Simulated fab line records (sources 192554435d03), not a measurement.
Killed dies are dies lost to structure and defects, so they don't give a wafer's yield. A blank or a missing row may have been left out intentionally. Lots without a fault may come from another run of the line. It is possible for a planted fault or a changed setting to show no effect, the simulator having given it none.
fab line records	flow n5_finfet	part 2 of 2: steps 5 to 6 of 6
record lots=20	wafers=60	last_day=18
route steps=1938 shown GATE_CUT@492 MOL_CONTACT_COAG@528
lots untouched by any fault: they come from a run of this same line in which no faults occurred
start_h: start of the lot's first displayed wafer, in hours after the record's first day	wait_h: time in hours since the lot's previous step	" same as the row above	L1.1+2: several wafers, shown together as one row	- no value present, or no start provided	* or withheld: withheld	< > ~ a bound
route shown NAME@n: a module of which the file shows steps, and the number in the route of the first	usual: average and standard deviation across the fault-free wafers	same: alike in all rows	chamber/n: place in a boat	sites: readings site by site	_std_site: how widely they spread, as a standard deviation	_edge_site: inner sites' mean taken away from outer sites' mean	radius_mm: for every site, how far away it sits from the centre of the wafer	mask NAME#n: copy n	behind: the most recent tool/chamber to have shaped the wafer	hold: why the lot went on hold/how many hours it stayed there/how the hold came to an end	device: the n, p or np transistor that did not switch	end of line: the tests these same wafers got at the end of their route	a step given without rows: its recipe and nothing more	killed: at the first sort, the dies lost to defects and structure; wafer yield is something else	map: dies across one wafer; x = killed, . = not, _ = none there
set.NAME: the setting as run; set.NAME@STEP: as run at that earlier step	model.NAME: the simulator's own value behind a step, which no gauge read
steps of the route over a sample of lots; a table a step, a row a wafer
services: a tool's chamber out of use, with start hour (start_h, from the record's first day; less than 0 if before it), hours out, and reason
## steps
# step N5_MOL_CONTACT_COAG_CONTACT_ETCH_14
# recipe chemistry=C4F6/O2	target=SiO2	target_depth_a=275	overetch_a=85	mask_material=SOC	pressure_mtorr=30	source_w=370	bias_w=185	Ar_flow_sccm=300	C4F6_flow_sccm=16	O2_flow_sccm=10	time_s=20	ion_energy_ev=259.6
# usual drypump_motor_current_A=5.7/0.48	oes_o_777_au=0.75/0.073	oes_product_au=0.64/0.061	rf_vpp_V=692/3.3	showerhead_plenum_p_Torr=2.87/0.092	throttle_valve_pct=21.39/0.2
lot.wafer	tool	chamber	start_h	wait_h	drypump_motor_current_A	oes_o_777_au	oes_product_au	rf_hours_counter_h	rf_vpp_V	showerhead_plenum_p_Torr	throttle_valve_pct
L075.3	rie_diel-02	0	94.65	0.0	5.9	0.69	0.58	229	692	2.84	21.57
L075.4	"	1	"	"	5.8	0.86	0.74	48	697	3.04	21.42
L075.6	"	0	"	"	5.9	0.68	0.58	-	692	2.84	21.56
L078.3	rie_diel-05	2	113.72	0.0	5.1	0.74	0.64	159	690	2.75	20.92
L078.4	"	1	"	"	5.2	0.88	0.75	44	689	2.80	21.11
L078.5	"	3	"	"	5.9	0.72	0.63	-	688	2.77	21.28
L079.1	rie_diel-01	0	118.38	0.0	6.3	0.75	0.63	174	694	2.87	21.53
L079.3	"	3	"	"	5.7	0.77	0.66	151	697	3.00	21.44
L079.5	"	0	"	"	6.3	0.75	0.64	-	692	2.87	21.53
L080.3	rie_diel-05	3	125.49	0.0	5.9	0.71	0.63	164	689	2.77	21.30
L080.4	"	2	"	"	5.1	0.74	0.64	164	690	2.75	20.94
L080.5	"	1	"	"	5.2	0.88	0.74	-	689	2.80	21.12
L081.2	rie_diel-02	2	129.15	0.0	6.8	0.71	0.60	227	696	2.96	21.59
L081.5	"	1	"	"	5.8	0.84	0.72	-	698	3.03	21.44
L081.6	"	0	"	"	5.9	0.68	0.58	-	692	2.83	21.57
L082.2	rie_diel-02	3	134.77	0.0	5.4	0.68	0.59	236	695	2.95	21.48
L082.3	"	1	"	"	5.8	0.83	0.73	61	698	3.03	21.44
L082.6	"	0	"	"	5.9	0.68	0.57	-	691	2.83	21.56
L083.1	rie_diel-05	0	141.55	0.0	5.6	0.70	0.60	212	691	2.85	21.46
L083.3	"	1	"	"	5.2	0.87	0.74	53	689	2.79	21.13
L083.6	"	2	"	"	5.1	0.73	0.62	-	687	2.75	20.91
L084.4	rie_diel-02	2	149.10	0.0	6.7	0.70	0.59	233	694	2.96	21.59
L084.5	"	2	"	"	6.8	0.70	0.59	-	697	2.96	21.61
L084.6	"	3	"	"	5.4	0.68	0.58	-	694	2.95	21.49
L085.4	rie_diel-05	1	155.85	0.0	5.2	0.87	0.74	59	692	2.79	21.15
L085.5	"	3	"	"	5.9	0.71	0.61	-	689	2.77	21.31
L085.6	"	0	"	"	5.7	0.69	0.60	-	692	2.85	21.48
L086.3	rie_diel-01	3	159.88	0.0	5.7	0.76	0.65	166	698	2.99	21.46
L086.4	"	1	"	"	5.2	0.77	0.66	131	689	2.78	21.62
L086.5	"	1	"	"	5.2	0.77	0.66	-	689	2.78	21.63
L087.3	rie_diel-02	3	165.00	0.0	5.4	0.68	0.59	245	695	2.95	21.49
L087.5	"	1	"	"	5.8	0.83	0.71	-	698	3.03	21.47
L087.6	"	2	"	"	6.7	0.70	0.58	-	695	2.96	21.61
L088.2	rie_diel-01	2	171.95	0.0	5.2	0.74	0.63	172	693	2.87	21.32
L088.3	"	3	"	"	5.8	0.76	0.65	170	695	2.99	21.47
L088.6	"	1	"	"	5.2	0.77	0.66	-	689	2.78	21.63
L089.1	rie_diel-02	3	176.99	0.0	5.4	0.67	0.58	250	695	2.95	21.50
L089.4	"	3	"	"	5.4	0.67	0.59	-	695	2.95	21.50
L089.6	"	2	"	"	6.8	0.69	0.58	-	696	2.95	21.60
L090.1	rie_diel-01	2	188.15	0.0	5.1	0.73	0.63	179	693	2.87	21.34
L090.3	"	1	"	"	5.2	0.76	0.66	141	690	2.77	21.64
L090.4	"	0	"	"	6.3	0.73	0.61	199	691	2.86	21.56
L091.2	rie_diel-02	1	190.25	0.0	5.8	0.82	0.70	82	700	3.02	21.46
L091.3	"	2	"	"	6.7	0.69	0.58	248	695	2.95	21.63
L091.6	"	2	"	"	6.7	0.69	0.57	-	695	2.95	21.61
L092.3	rie_diel-01	0	197.16	0.0	6.3	0.73	0.61	202	691	2.86	21.57
L092.5	"	3	"	"	5.7	0.75	0.63	-	697	2.99	21.48
L092.6	"	0	"	"	6.3	0.72	0.61	-	691	2.86	21.56
L093.1	rie_diel-05	2	199.95	0.0	5.1	0.72	0.61	187	688	2.74	20.95
L093.3	"	3	"	"	5.9	0.70	0.61	187	689	2.76	21.32
L093.5	"	2	"	"	5.1	0.72	0.62	-	686	2.74	20.97
L094.1	rie_diel-02	2	206.64	0.0	6.8	0.69	0.57	255	695	2.95	21.64
L094.2	"	0	"	"	5.9	0.99	0.83	6	690	2.82	21.22
L094.4	"	2	"	"	6.8	0.68	0.57	-	695	2.95	21.65
L095.2	rie_diel-05	2	220.83	0.0	5.1	0.71	0.61	194	688	2.74	20.97
L095.4	"	3	"	"	5.9	0.69	0.60	-	687	2.76	21.32
L095.6	"	0	"	"	5.6	0.68	0.58	-	691	2.84	21.51
L097.4	rie_diel-01	2	224.31	0.0	5.1	0.73	0.62	191	691	2.86	21.33
L097.5	"	0	"	"	6.3	0.72	0.61	-	691	2.85	21.58
L097.6	"	1	"	"	5.2	0.75	0.65	-	687	2.77	21.66
# step N5_MOL_CONTACT_COAG_ETCH_110
# recipe chemistry=CF4/O2	target=Si	target_depth_a=25	time_s=8	pressure_mtorr=100	source_w=200	bias_w=12	ion_energy_ev=60	Ar_flow_sccm=100	cf4_flow_sccm=100	O2_flow_sccm=10
# usual drypump_motor_current_A=5.7/0.48	oes_o_777_au=0.75/0.072	oes_product_au=0.75/0.076	rf_vpp_V=128.0/1.4	showerhead_plenum_p_Torr=2.22/0.071	throttle_valve_pct=10.91/0.22
lot.wafer	tool	chamber	start_h	wait_h	drypump_motor_current_A	oes_o_777_au	oes_product_au	rf_hours_counter_h	rf_vpp_V	showerhead_plenum_p_Torr	throttle_valve_pct
L075.3	rie_diel-02	0	94.75	0.0	5.9	0.68	0.68	229	129.2	2.19	11.17
L075.4	"	1	"	"	5.7	0.85	0.88	48	127.4	2.35	10.75
L075.6	"	0	"	"	5.9	0.69	0.67	-	129.2	2.19	11.17
L078.3	rie_diel-05	2	113.82	0.0	5.1	0.75	0.75	159	126.6	2.13	10.58
L078.4	"	1	"	"	5.2	0.89	0.87	44	127.5	2.17	10.51
L078.5	"	3	"	"	5.9	0.72	0.73	-	128.0	2.14	10.79
L079.1	rie_diel-01	0	118.48	0.0	6.3	0.75	0.73	174	127.0	2.22	11.01
L079.3	"	3	"	"	5.7	0.77	0.77	151	129.7	2.32	10.95
L079.5	"	0	"	"	6.3	0.75	0.75	-	127.9	2.22	11.03
L080.3	rie_diel-05	3	125.59	0.0	5.9	0.72	0.73	164	127.2	2.14	10.79
L080.4	"	2	"	"	5.0	0.74	0.74	164	126.2	2.13	10.60
L080.5	"	1	"	"	5.2	0.89	0.87	-	129.4	2.16	10.53
L081.2	rie_diel-02	2	129.25	0.0	6.7	0.71	0.70	227	125.3	2.29	11.17
L081.5	"	1	"	"	5.7	0.83	0.86	-	128.4	2.35	10.79
L081.6	"	0	"	"	5.9	0.69	0.67	-	128.6	2.19	11.21
L082.2	rie_diel-02	3	134.86	0.0	5.4	0.68	0.69	236	128.1	2.28	11.11
L082.3	"	1	"	"	5.8	0.83	0.85	61	128.7	2.35	10.79
L082.6	"	0	"	"	5.9	0.68	0.67	-	130.2	2.19	11.20
L083.1	rie_diel-05	0	141.64	0.0	5.7	0.69	0.69	212	129.9	2.21	11.06
L083.3	"	1	"	"	5.2	0.87	0.87	53	129.7	2.16	10.57
L083.6	"	2	"	"	5.1	0.74	0.73	-	127.6	2.13	10.62
L084.4	rie_diel-02	2	149.19	0.0	6.7	0.70	0.69	234	125.6	2.29	11.18
L084.5	"	2	"	"	6.8	0.70	0.69	-	126.0	2.29	11.20
L084.6	"	3	"	"	5.4	0.68	0.69	-	126.6	2.28	11.12
L085.4	rie_diel-05	1	155.94	0.0	5.2	0.87	0.86	59	126.6	2.16	10.55
L085.5	"	3	"	"	5.9	0.71	0.71	-	127.3	2.14	10.84
L085.6	"	0	"	"	5.6	0.69	0.69	-	130.7	2.21	11.07
L086.3	rie_diel-01	3	159.97	0.0	5.7	0.76	0.77	166	131.0	2.31	10.98
L086.4	"	1	"	"	5.2	0.76	0.79	131	128.5	2.15	11.01
L086.5	"	1	"	"	5.2	0.77	0.78	-	129.0	2.15	11.04
L087.3	rie_diel-02	3	165.09	0.0	5.4	0.69	0.68	245	127.5	2.28	11.13
L087.5	"	1	"	"	5.8	0.82	0.85	-	129.6	2.34	10.84
L087.6	"	2	"	"	6.8	0.70	0.68	-	125.7	2.28	11.19
L088.2	rie_diel-01	2	172.04	0.0	5.1	0.74	0.73	172	128.0	2.22	10.85
L088.3	"	3	"	"	5.7	0.76	0.75	170	130.3	2.31	10.98
L088.6	"	1	"	"	5.2	0.76	0.77	-	128.5	2.15	11.04
L089.1	rie_diel-02	3	177.08	0.0	5.4	0.68	0.69	250	129.7	2.27	11.13
L089.4	"	3	"	"	5.4	0.68	0.68	-	125.3	2.27	11.14
L089.6	"	2	"	"	6.8	0.71	0.68	-	125.5	2.28	11.22
L090.1	rie_diel-01	2	188.24	0.0	5.1	0.73	0.73	179	128.2	2.22	10.86
L090.3	"	1	"	"	5.2	0.76	0.78	141	128.2	2.15	11.03
L090.4	"	0	"	"	6.3	0.72	0.72	199	128.2	2.21	11.12
L091.2	rie_diel-02	1	190.34	0.0	5.8	0.81	0.83	82	128.1	2.34	10.85
L091.3	"	2	"	"	6.8	0.70	0.68	248	124.3	2.28	11.25
L091.6	"	2	"	"	6.8	0.70	0.69	-	125.7	2.28	11.22
L092.3	rie_diel-01	0	197.26	0.0	6.3	0.72	0.72	202	125.8	2.21	11.13
L092.5	"	3	"	"	5.8	0.74	0.75	-	130.3	2.31	11.02
L092.6	"	0	"	"	6.3	0.73	0.72	-	127.2	2.21	11.08
L093.1	rie_diel-05	2	200.04	0.0	5.1	0.73	0.72	187	126.7	2.12	10.64
L093.3	"	3	"	"	5.9	0.70	0.71	187	127.6	2.13	10.88
L093.5	"	2	"	"	5.2	0.72	0.72	-	125.7	2.12	10.67
L094.1	rie_diel-02	2	206.74	0.0	6.7	0.70	0.68	255	124.5	2.28	11.24
L094.2	"	0	"	"	5.9	0.99	0.98	6	129.0	2.18	10.52
L094.4	"	2	"	"	6.7	0.69	0.67	-	125.0	2.28	11.25
L095.2	rie_diel-05	2	220.93	0.0	5.1	0.72	0.71	194	126.1	2.12	10.68
L095.4	"	3	"	"	5.9	0.69	0.70	-	128.4	2.13	10.88
L095.6	"	0	"	"	5.6	0.68	0.67	-	130.0	2.20	11.12
L097.4	rie_diel-01	2	224.41	0.0	5.1	0.73	0.72	191	128.7	2.21	10.89
L097.5	"	0	"	"	6.3	0.71	0.71	-	127.6	2.21	11.14
L097.6	"	1	"	"	5.2	0.75	0.76	-	128.3	2.14	11.09
## services
tool	chamber	start_h	hours	kind
rie_diel-04	0	67.78	-	clean
rie_diel-04	0	67.78	-	consumable_replace:focus_ring
rie_diel-03	-	76.80	0.4	repair
rie_diel-02	-	82.84	0.6	repair
rie_diel-01	2	94.27	9.5	repair
rie_diel-06	-	106.40	2.8	pm
rie_diel-04	3	108.80	7.5	repair
rie_diel-02	2	123.29	4.0	repair
rie_diel-04	1	146.38	8.4	repair
rie_diel-02	0	163.18	3.9	repair
rie_diel-02	0	167.15	-	clean
rie_diel-02	0	167.15	-	consumable_replace:focus_ring
rie_diel-02	0	167.15	24.5	scheduled_down
rie_diel-02	0	167.15	24.5	vent_cycle
rie_diel-02	3	191.84	-	clean
rie_diel-02	3	191.84	-	consumable_replace:focus_ring
rie_diel-02	3	191.84	25.8	scheduled_down
rie_diel-02	3	191.84	25.8	vent_cycle
rie_diel-04	3	195.40	5.2	repair
rie_diel-04	-	207.32	0.2	repair
rie_diel-02	2	217.75	-	clean
rie_diel-02	2	217.75	-	consumable_replace:focus_ring
rie_diel-02	2	217.75	25.7	scheduled_down
rie_diel-02	2	217.75	25.7	vent_cycle
